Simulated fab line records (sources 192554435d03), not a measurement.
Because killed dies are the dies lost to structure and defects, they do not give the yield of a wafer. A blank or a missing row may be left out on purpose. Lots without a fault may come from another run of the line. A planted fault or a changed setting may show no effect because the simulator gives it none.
Which tool was responsible?	flow n5_finfet	19 lots, 57 wafers sampled, at 6 steps of a route of 1938

== WHAT EACH GAUGE READ, for each wafer ==
The record lacks any reading of a measuring or inspecting step that a usual standard deviation could be used to judge.

== TOOL THAT RAN EACH LOT (tool first, then ch and the chambers of the sampled wafers, then the start) ==
lot	N5_BEOL_M7_ETCH_72	N5_BEOL_M7_VIA_ETCH_34	N5_BEOL_M8_ETCH_62	N5_BEOL_M8_VIA_ETCH_34	N5_BEOL_M8_PRE_CLEAN_45	N5_BEOL_M8_SPUTTER_48
L075	rie_diel-04 ch 0,3, day 10 03:27	rie_diel-04 ch 0,3, day 10 03:36	rie_diel-03 ch 0,3, day 10 10:13	rie_diel-05 ch 0,1,3, day 10 13:20	pvd_sputter-02, day 10 14:20	pvd_sputter-02, day 10 14:56
L077	rie_diel-01 ch 0,1,3, day 11 02:21	rie_diel-01 ch 0,1,3, day 11 02:29	rie_diel-03 ch 0,3, day 11 08:35	rie_diel-03 ch 1,2, day 11 18:28	pvd_sputter-01, day 11 19:26	pvd_sputter-01, day 11 20:05
L079	rie_diel-04 ch 0,2, day 11 07:04	rie_diel-04 ch 0,2, day 11 07:13	rie_diel-05 ch 0,1,2, day 11 12:58	rie_diel-03 ch 2,3, day 11 21:22	pvd_sputter-01, day 11 22:19	pvd_sputter-02, day 11 23:00
L078	rie_diel-01 ch 0,2,3, day 11 08:28	rie_diel-01 ch 0,2,3, day 11 08:37	rie_diel-03 ch 2,3, day 11 14:07	rie_diel-05 ch 0,3, day 11 20:38	pvd_sputter-02, day 11 21:27	pvd_sputter-02, day 11 22:02
L081	rie_diel-01 ch 0,3, day 11 20:32	rie_diel-01 ch 0,3, day 11 20:41	rie_diel-05 ch 0,1,2, day 12 02:51	rie_diel-06 ch 0,1,3, day 12 04:44	pvd_sputter-01, day 12 05:32	pvd_sputter-01, day 12 06:08
L080	rie_diel-01 ch 0,2,3, day 12 04:14	rie_diel-01 ch 0,2,3, day 12 04:22	rie_diel-03 ch 0,1,3, day 12 09:47	rie_diel-06 ch 2,3, day 12 11:29	pvd_sputter-01, day 12 13:50	pvd_sputter-02, day 12 14:23
L085	rie_diel-01 ch 0,2,3, day 13 22:42	rie_diel-01 ch 0,2,3, day 13 22:50	rie_diel-05 ch 1,2, day 14 04:41	rie_diel-03 ch 1,2,3, day 14 05:59	pvd_sputter-02, day 14 07:24	pvd_sputter-02, day 14 08:36
L086	rie_diel-02 ch 0,1,3, day 14 02:30	rie_diel-02 ch 0,1,3, day 14 02:38	rie_diel-06 ch 0,1, day 14 07:50	rie_diel-05 ch 1,2, day 14 10:08	pvd_sputter-02, day 14 11:04	pvd_sputter-03, day 14 11:51
L087	rie_diel-01 ch 1,2, day 14 02:40	rie_diel-01 ch 1,2, day 14 02:49	rie_diel-06 ch 0,2,3, day 14 08:45	rie_diel-03 ch 1,2,3, day 14 10:32	pvd_sputter-01, day 14 12:14	pvd_sputter-01, day 14 13:20
L088	rie_diel-02 ch 0,2,3, day 15 00:10	rie_diel-02 ch 0,2,3, day 15 00:19	rie_diel-06 ch 0,1,2, day 15 05:10	rie_diel-03 ch 0,2,3, day 15 07:28	pvd_sputter-03, day 15 08:16	pvd_sputter-03, day 15 10:34
L089	rie_diel-01 ch 0,1, day 15 06:04	rie_diel-01 ch 0,1, day 15 06:13	rie_diel-03 ch 0,2, day 15 11:23	rie_diel-03 ch 0,3, day 15 14:49	pvd_sputter-03, day 15 16:02	pvd_sputter-03, day 15 17:12
L090	rie_diel-04 ch 0,1, day 15 20:26	rie_diel-04 ch 0,1, day 15 20:35	rie_diel-05 ch 0,1,3, day 16 03:45	rie_diel-06 ch 1,2,3, day 16 08:09	pvd_sputter-03, day 16 09:16	pvd_sputter-03, day 16 11:43
L094	rie_diel-04 ch 0,2,3, day 16 02:17	rie_diel-04 ch 0,2,3, day 16 02:26	rie_diel-03 ch 0,2,3, day 16 09:33	rie_diel-05 ch 1,3, day 16 11:40	pvd_sputter-02, day 16 12:57	pvd_sputter-01, day 16 14:39
L092	rie_diel-02 ch 2,3, day 16 07:56	rie_diel-02 ch 2,3, day 16 08:05	rie_diel-03 ch 2,3, day 16 16:02	rie_diel-06 ch 0,1, day 16 19:35	pvd_sputter-02, day 16 20:43	pvd_sputter-01, day 16 21:50
L093	rie_diel-04 ch 0,1, day 16 11:31	rie_diel-04 ch 0,1, day 16 11:40	rie_diel-06 ch 0,1,3, day 16 20:16	rie_diel-05 ch 0,2,3, day 16 21:22	pvd_sputter-01, day 16 22:19	pvd_sputter-03, day 16 23:13
L091	rie_diel-01 ch 0,3, day 16 11:45	rie_diel-01 ch 0,3, day 16 11:54	rie_diel-06 ch 0,1,3, day 16 20:44	rie_diel-05 ch 1,2, day 16 21:46	pvd_sputter-02, day 16 22:37	pvd_sputter-01, day 16 23:35
L095	rie_diel-02 ch 2,3, day 16 19:19	rie_diel-02 ch 2,3, day 16 19:28	rie_diel-03 ch 0,2,3, day 16 23:40	rie_diel-06 ch 0,1,3, day 17 02:36	pvd_sputter-03, day 17 03:58	pvd_sputter-03, day 17 05:10
L097	rie_diel-04 ch 0,1, day 16 23:04	rie_diel-04 ch 0,1, day 16 23:13	rie_diel-06 ch 0,1, day 17 06:01	rie_diel-06 ch 1,2,3, day 17 10:25	pvd_sputter-03, day 17 11:17	pvd_sputter-02, day 17 12:15
L096	rie_diel-02 ch 0,2,3, day 17 10:37	rie_diel-02 ch 0,2,3, day 17 10:46	rie_diel-06 ch 1,2, day 17 19:17	rie_diel-06 ch 1,2, day 17 20:53	pvd_sputter-03, day 17 21:55	pvd_sputter-01, day 18 00:05
- N5_BEOL_M7_ETCH_72: etches underlayer in N2/H2, target depth 6.5 nm, time 5.2 s.
- N5_BEOL_M7_VIA_ETCH_34: etches SiCOH lowk in C4F6/O2, target depth 125.5 nm, time 50.5 s.
- N5_BEOL_M8_ETCH_62: etches SOC in N2/H2, target depth 110 nm, overetch 22 nm, time 165 s.
- N5_BEOL_M8_VIA_ETCH_34: etches SiCOH lowk in C4F6/O2, target depth 125.5 nm, time 50.5 s.
- N5_BEOL_M8_PRE_CLEAN_45: time 30 s.
- N5_BEOL_M8_SPUTTER_48: material Cu, target thk 10 nm, time 1.667 s.

== AS READ BY THE TOOLS THEMSELVES (means over the sampled wafers that have a number; for cases with no such wafer, the mark the record gives instead) ==
N5_BEOL_M7_ETCH_72.
lot	tool	chamber_pressure_mTorr (mTorr)	drypump_motor_current_A (A)	etch_rf_on_time_s (s)	oes_product_au (a.u.)	rf_vpp_V (V)	showerhead_plenum_p_Torr (Torr)	throttle_valve_pct (%)
L075	rie_diel-04	29.96	6.0	5.23	0.77	524.6	2.58	17.79
L077	rie_diel-01	29.98	5.3	5.26	0.61	526.7	2.63	17.89
L079	rie_diel-04	29.97	5.9	5.30	0.74	525.7	2.57	17.87
L078	rie_diel-01	30.01	5.0	5.17	0.63	525.1	2.61	17.79
L081	rie_diel-01	29.96	5.2	5.21	0.62	525.7	2.64	17.71
L080	rie_diel-01	30.05	5.1	5.20	0.62	526.1	2.60	17.81
L085	rie_diel-01	30.04	5.1	5.18	0.62	524.2	2.60	17.84
L086	rie_diel-02	30.04	5.2	5.24	0.61	525.9	2.64	17.82
L087	rie_diel-01	30.00	5.5	5.07	0.74	524.4	2.58	17.93
L088	rie_diel-02	30.01	5.1	5.25	0.63	525.2	2.65	18.05
L089	rie_diel-01	29.99	5.6	5.21	0.66	527.1	2.62	17.81
L090	rie_diel-04	30.00	6.1	5.25	0.75	528.3	2.67	17.67
L094	rie_diel-04	29.99	5.8	5.25	0.65	522.7	2.54	17.92
L092	rie_diel-02	30.05	5.3	5.17	0.66	528.1	2.66	17.93
L093	rie_diel-04	30.01	6.1	5.16	0.75	525.7	2.63	17.78
L091	rie_diel-01	30.00	4.9	5.27	0.60	525.4	2.62	17.77
L095	rie_diel-02	29.97	5.1	5.16	0.67	526.5	2.66	18.18
L097	rie_diel-04	30.00	6.1	5.20	0.75	526.1	2.66	17.69
L096	rie_diel-02	30.01	5.1	5.15	0.71	526.5	2.64	17.93

N5_BEOL_M7_VIA_ETCH_34.
lot	tool	chamber_pressure_mTorr (mTorr)	drypump_motor_current_A (A)	oes_o_777_au (a.u.)	oes_product_au (a.u.)	rf_vpp_V (V)	showerhead_plenum_p_Torr (Torr)	throttle_valve_pct (%)
L075	rie_diel-04	30.003	6.0	0.91	0.91	673	2.89	20.81
L077	rie_diel-01	30.006	5.3	0.73	0.72	671	2.94	20.88
L079	rie_diel-04	30.004	5.9	0.86	0.87	675	2.88	20.91
L078	rie_diel-01	30.020	5.1	0.75	0.74	664	2.91	20.82
L081	rie_diel-01	29.999	5.2	0.74	0.73	669	2.95	20.70
L080	rie_diel-01	29.997	5.1	0.74	0.73	665	2.90	20.83
L085	rie_diel-01	29.978	5.0	0.73	0.72	664	2.90	20.85
L086	rie_diel-02	30.009	5.2	0.72	0.72	668	2.94	20.84
L087	rie_diel-01	30.027	5.5	0.87	0.86	667	2.88	20.93
L088	rie_diel-02	29.986	5.1	0.75	0.74	669	2.95	21.05
L089	rie_diel-01	29.997	5.6	0.79	0.78	671	2.92	20.76
L090	rie_diel-04	29.994	6.1	0.88	0.90	674	2.98	20.76
L094	rie_diel-04	30.005	5.8	0.76	0.75	669	2.84	20.91
L092	rie_diel-02	29.997	5.3	0.77	0.78	667	2.97	20.94
L093	rie_diel-04	30.006	6.1	0.87	0.88	676	2.93	20.83
L091	rie_diel-01	29.998	5.0	0.70	0.70	668	2.93	20.78
L095	rie_diel-02	30.018	5.1	0.78	0.78	666	2.97	21.18
L097	rie_diel-04	30.022	6.1	0.87	0.88	673	2.98	20.78
L096	rie_diel-02	29.991	5.1	0.84	0.83	669	2.95	20.95

N5_BEOL_M8_ETCH_62.
lot	tool	chamber_pressure_mTorr (mTorr)	drypump_motor_current_A (A)	oes_product_au (a.u.)	rf_vpp_V (V)	showerhead_plenum_p_Torr (Torr)	temp_c (C)	throttle_valve_pct (%)
L075	rie_diel-03	29.977	5.41	0.65	524.3	2.55	39.96	17.85
L077	rie_diel-03	29.999	5.39	0.64	523.6	2.54	39.94	17.86
L079	rie_diel-05	30.019	5.53	0.66	524.9	2.58	40.11	17.87
L078	rie_diel-03	29.997	5.41	0.67	522.3	2.49	40.07	17.96
L081	rie_diel-05	29.997	5.52	0.66	525.6	2.58	40.04	17.88
L080	rie_diel-03	29.982	5.39	0.67	524.5	2.56	39.95	17.77
L085	rie_diel-05	29.982	5.79	0.64	523.4	2.53	39.93	17.77
L086	rie_diel-06	30.023	5.67	0.61	521.1	2.44	39.98	17.89
L087	rie_diel-06	29.970	5.39	0.61	522.7	2.48	39.94	17.93
L088	rie_diel-06	30.009	5.56	0.60	521.6	2.48	39.95	17.79
L089	rie_diel-03	29.992	5.52	0.60	520.9	2.45	40.21	17.86
L090	rie_diel-05	29.992	5.43	0.67	525.1	2.58	39.94	17.93
L094	rie_diel-03	29.992	5.45	0.62	521.2	2.46	39.86	17.95
L092	rie_diel-03	30.008	5.39	0.64	522.6	2.47	39.97	18.03
L093	rie_diel-06	30.002	5.56	0.69	525.2	2.59	40.02	17.78
L091	rie_diel-06	30.024	5.58	0.69	524.7	2.59	40.02	17.79
L095	rie_diel-03	30.006	5.42	0.61	521.7	2.46	40.00	17.95
L097	rie_diel-06	30.000	5.76	0.68	525.2	2.59	39.95	17.63
L096	rie_diel-06	29.999	5.69	0.68	522.5	2.52	40.16	17.53

N5_BEOL_M8_VIA_ETCH_34.
lot	tool	chamber_pressure_mTorr (mTorr)	drypump_motor_current_A (A)	oes_o_777_au (a.u.)	oes_product_au (a.u.)	rf_vpp_V (V)	showerhead_plenum_p_Torr (Torr)	throttle_valve_pct (%)
L075	rie_diel-05	30.027	5.42	0.85	0.84	667	2.91	20.92
L077	rie_diel-03	30.010	5.50	0.80	0.80	668	2.79	20.66
L079	rie_diel-03	30.000	5.41	0.78	0.79	663	2.79	21.07
L078	rie_diel-05	30.007	5.27	0.78	0.77	663	2.92	21.07
L081	rie_diel-06	29.987	5.57	0.75	0.75	668	2.81	20.91
L080	rie_diel-06	30.006	5.30	0.75	0.74	672	2.84	20.94
L085	rie_diel-03	30.004	5.44	0.77	0.78	666	2.78	20.90
L086	rie_diel-05	30.007	5.65	0.81	0.81	672	2.86	20.84
L087	rie_diel-03	30.009	5.45	0.77	0.78	665	2.78	20.90
L088	rie_diel-03	29.992	5.46	0.73	0.73	663	2.76	21.03
L089	rie_diel-03	29.976	5.39	0.73	0.72	666	2.83	21.00
L090	rie_diel-06	30.015	5.48	0.72	0.72	671	2.83	20.83
L094	rie_diel-05	29.982	5.58	0.82	0.82	669	2.87	20.84
L092	rie_diel-06	29.985	5.76	0.80	0.81	670	2.91	20.68
L093	rie_diel-05	29.996	5.56	0.82	0.82	667	2.87	20.88
L091	rie_diel-05	29.995	5.67	0.87	0.88	671	2.86	20.74
L095	rie_diel-06	30.009	5.56	0.80	0.81	671	2.90	20.85
L097	rie_diel-06	30.010	5.50	0.82	0.82	671	2.83	20.73
L096	rie_diel-06	29.970	5.66	0.80	0.81	669	2.83	20.56

N5_BEOL_M8_PRE_CLEAN_45.
lot	tool	heater_power_w (W)
L075	pvd_sputter-02	311
L077	pvd_sputter-01	338
L079	pvd_sputter-01	297
L078	pvd_sputter-02	318
L081	pvd_sputter-01	302
L080	pvd_sputter-01	319
L085	pvd_sputter-02	309
L086	pvd_sputter-02	329
L087	pvd_sputter-01	321
L088	pvd_sputter-03	333
L089	pvd_sputter-03	267
L090	pvd_sputter-03	373
L094	pvd_sputter-02	290
L092	pvd_sputter-02	341
L093	pvd_sputter-01	304
L091	pvd_sputter-02	320
L095	pvd_sputter-03	349
L097	pvd_sputter-03	361
L096	pvd_sputter-03	289

N5_BEOL_M8_SPUTTER_48.
lot	tool	throttle_valve_pct (%)
L075	pvd_sputter-02	30.3
L077	pvd_sputter-01	28.8
L079	pvd_sputter-02	30.3
L078	pvd_sputter-02	30.5
L081	pvd_sputter-01	30.8
L080	pvd_sputter-02	30.3
L085	pvd_sputter-02	29.2
L086	pvd_sputter-03	30.7
L087	pvd_sputter-01	29.3
L088	pvd_sputter-03	30.6
L089	pvd_sputter-03	29.9
L090	pvd_sputter-03	30.3
L094	pvd_sputter-01	29.1
L092	pvd_sputter-01	29.6
L093	pvd_sputter-03	31.4
L091	pvd_sputter-01	29.3
L095	pvd_sputter-03	31.0
L097	pvd_sputter-02	30.3
L096	pvd_sputter-01	30.3

== THE ANSWER, worked out from the rows above alone ==
Rule: the usual values come from the lots themselves. Put in order of their means at a reading, lots are off if they are a third of the lots or fewer, leave a main group of 4 or more, and stand apart from it by a gap of 3 or more times the standard deviation of the main group's means; of several such gaps the widest counts. The tables above print the reading to a certain number of digits; a main group whose means all agree to those digits is not used. A lot without any number at a reading at which 4 lots or more have one is off too. All remaining lots with rows at the step are treated as sound. After the gauges, taken in route order, come the tools' own readings; for these a lot's mean is taken, as printed above. At the first step where some lot is off, the reading lying furthest off is the one used; lots without a number count as furthest.
No lot is off at any reading shown: from this, nothing can be told.

== WHAT WAS PUT IN BY THE SIMULATOR ==
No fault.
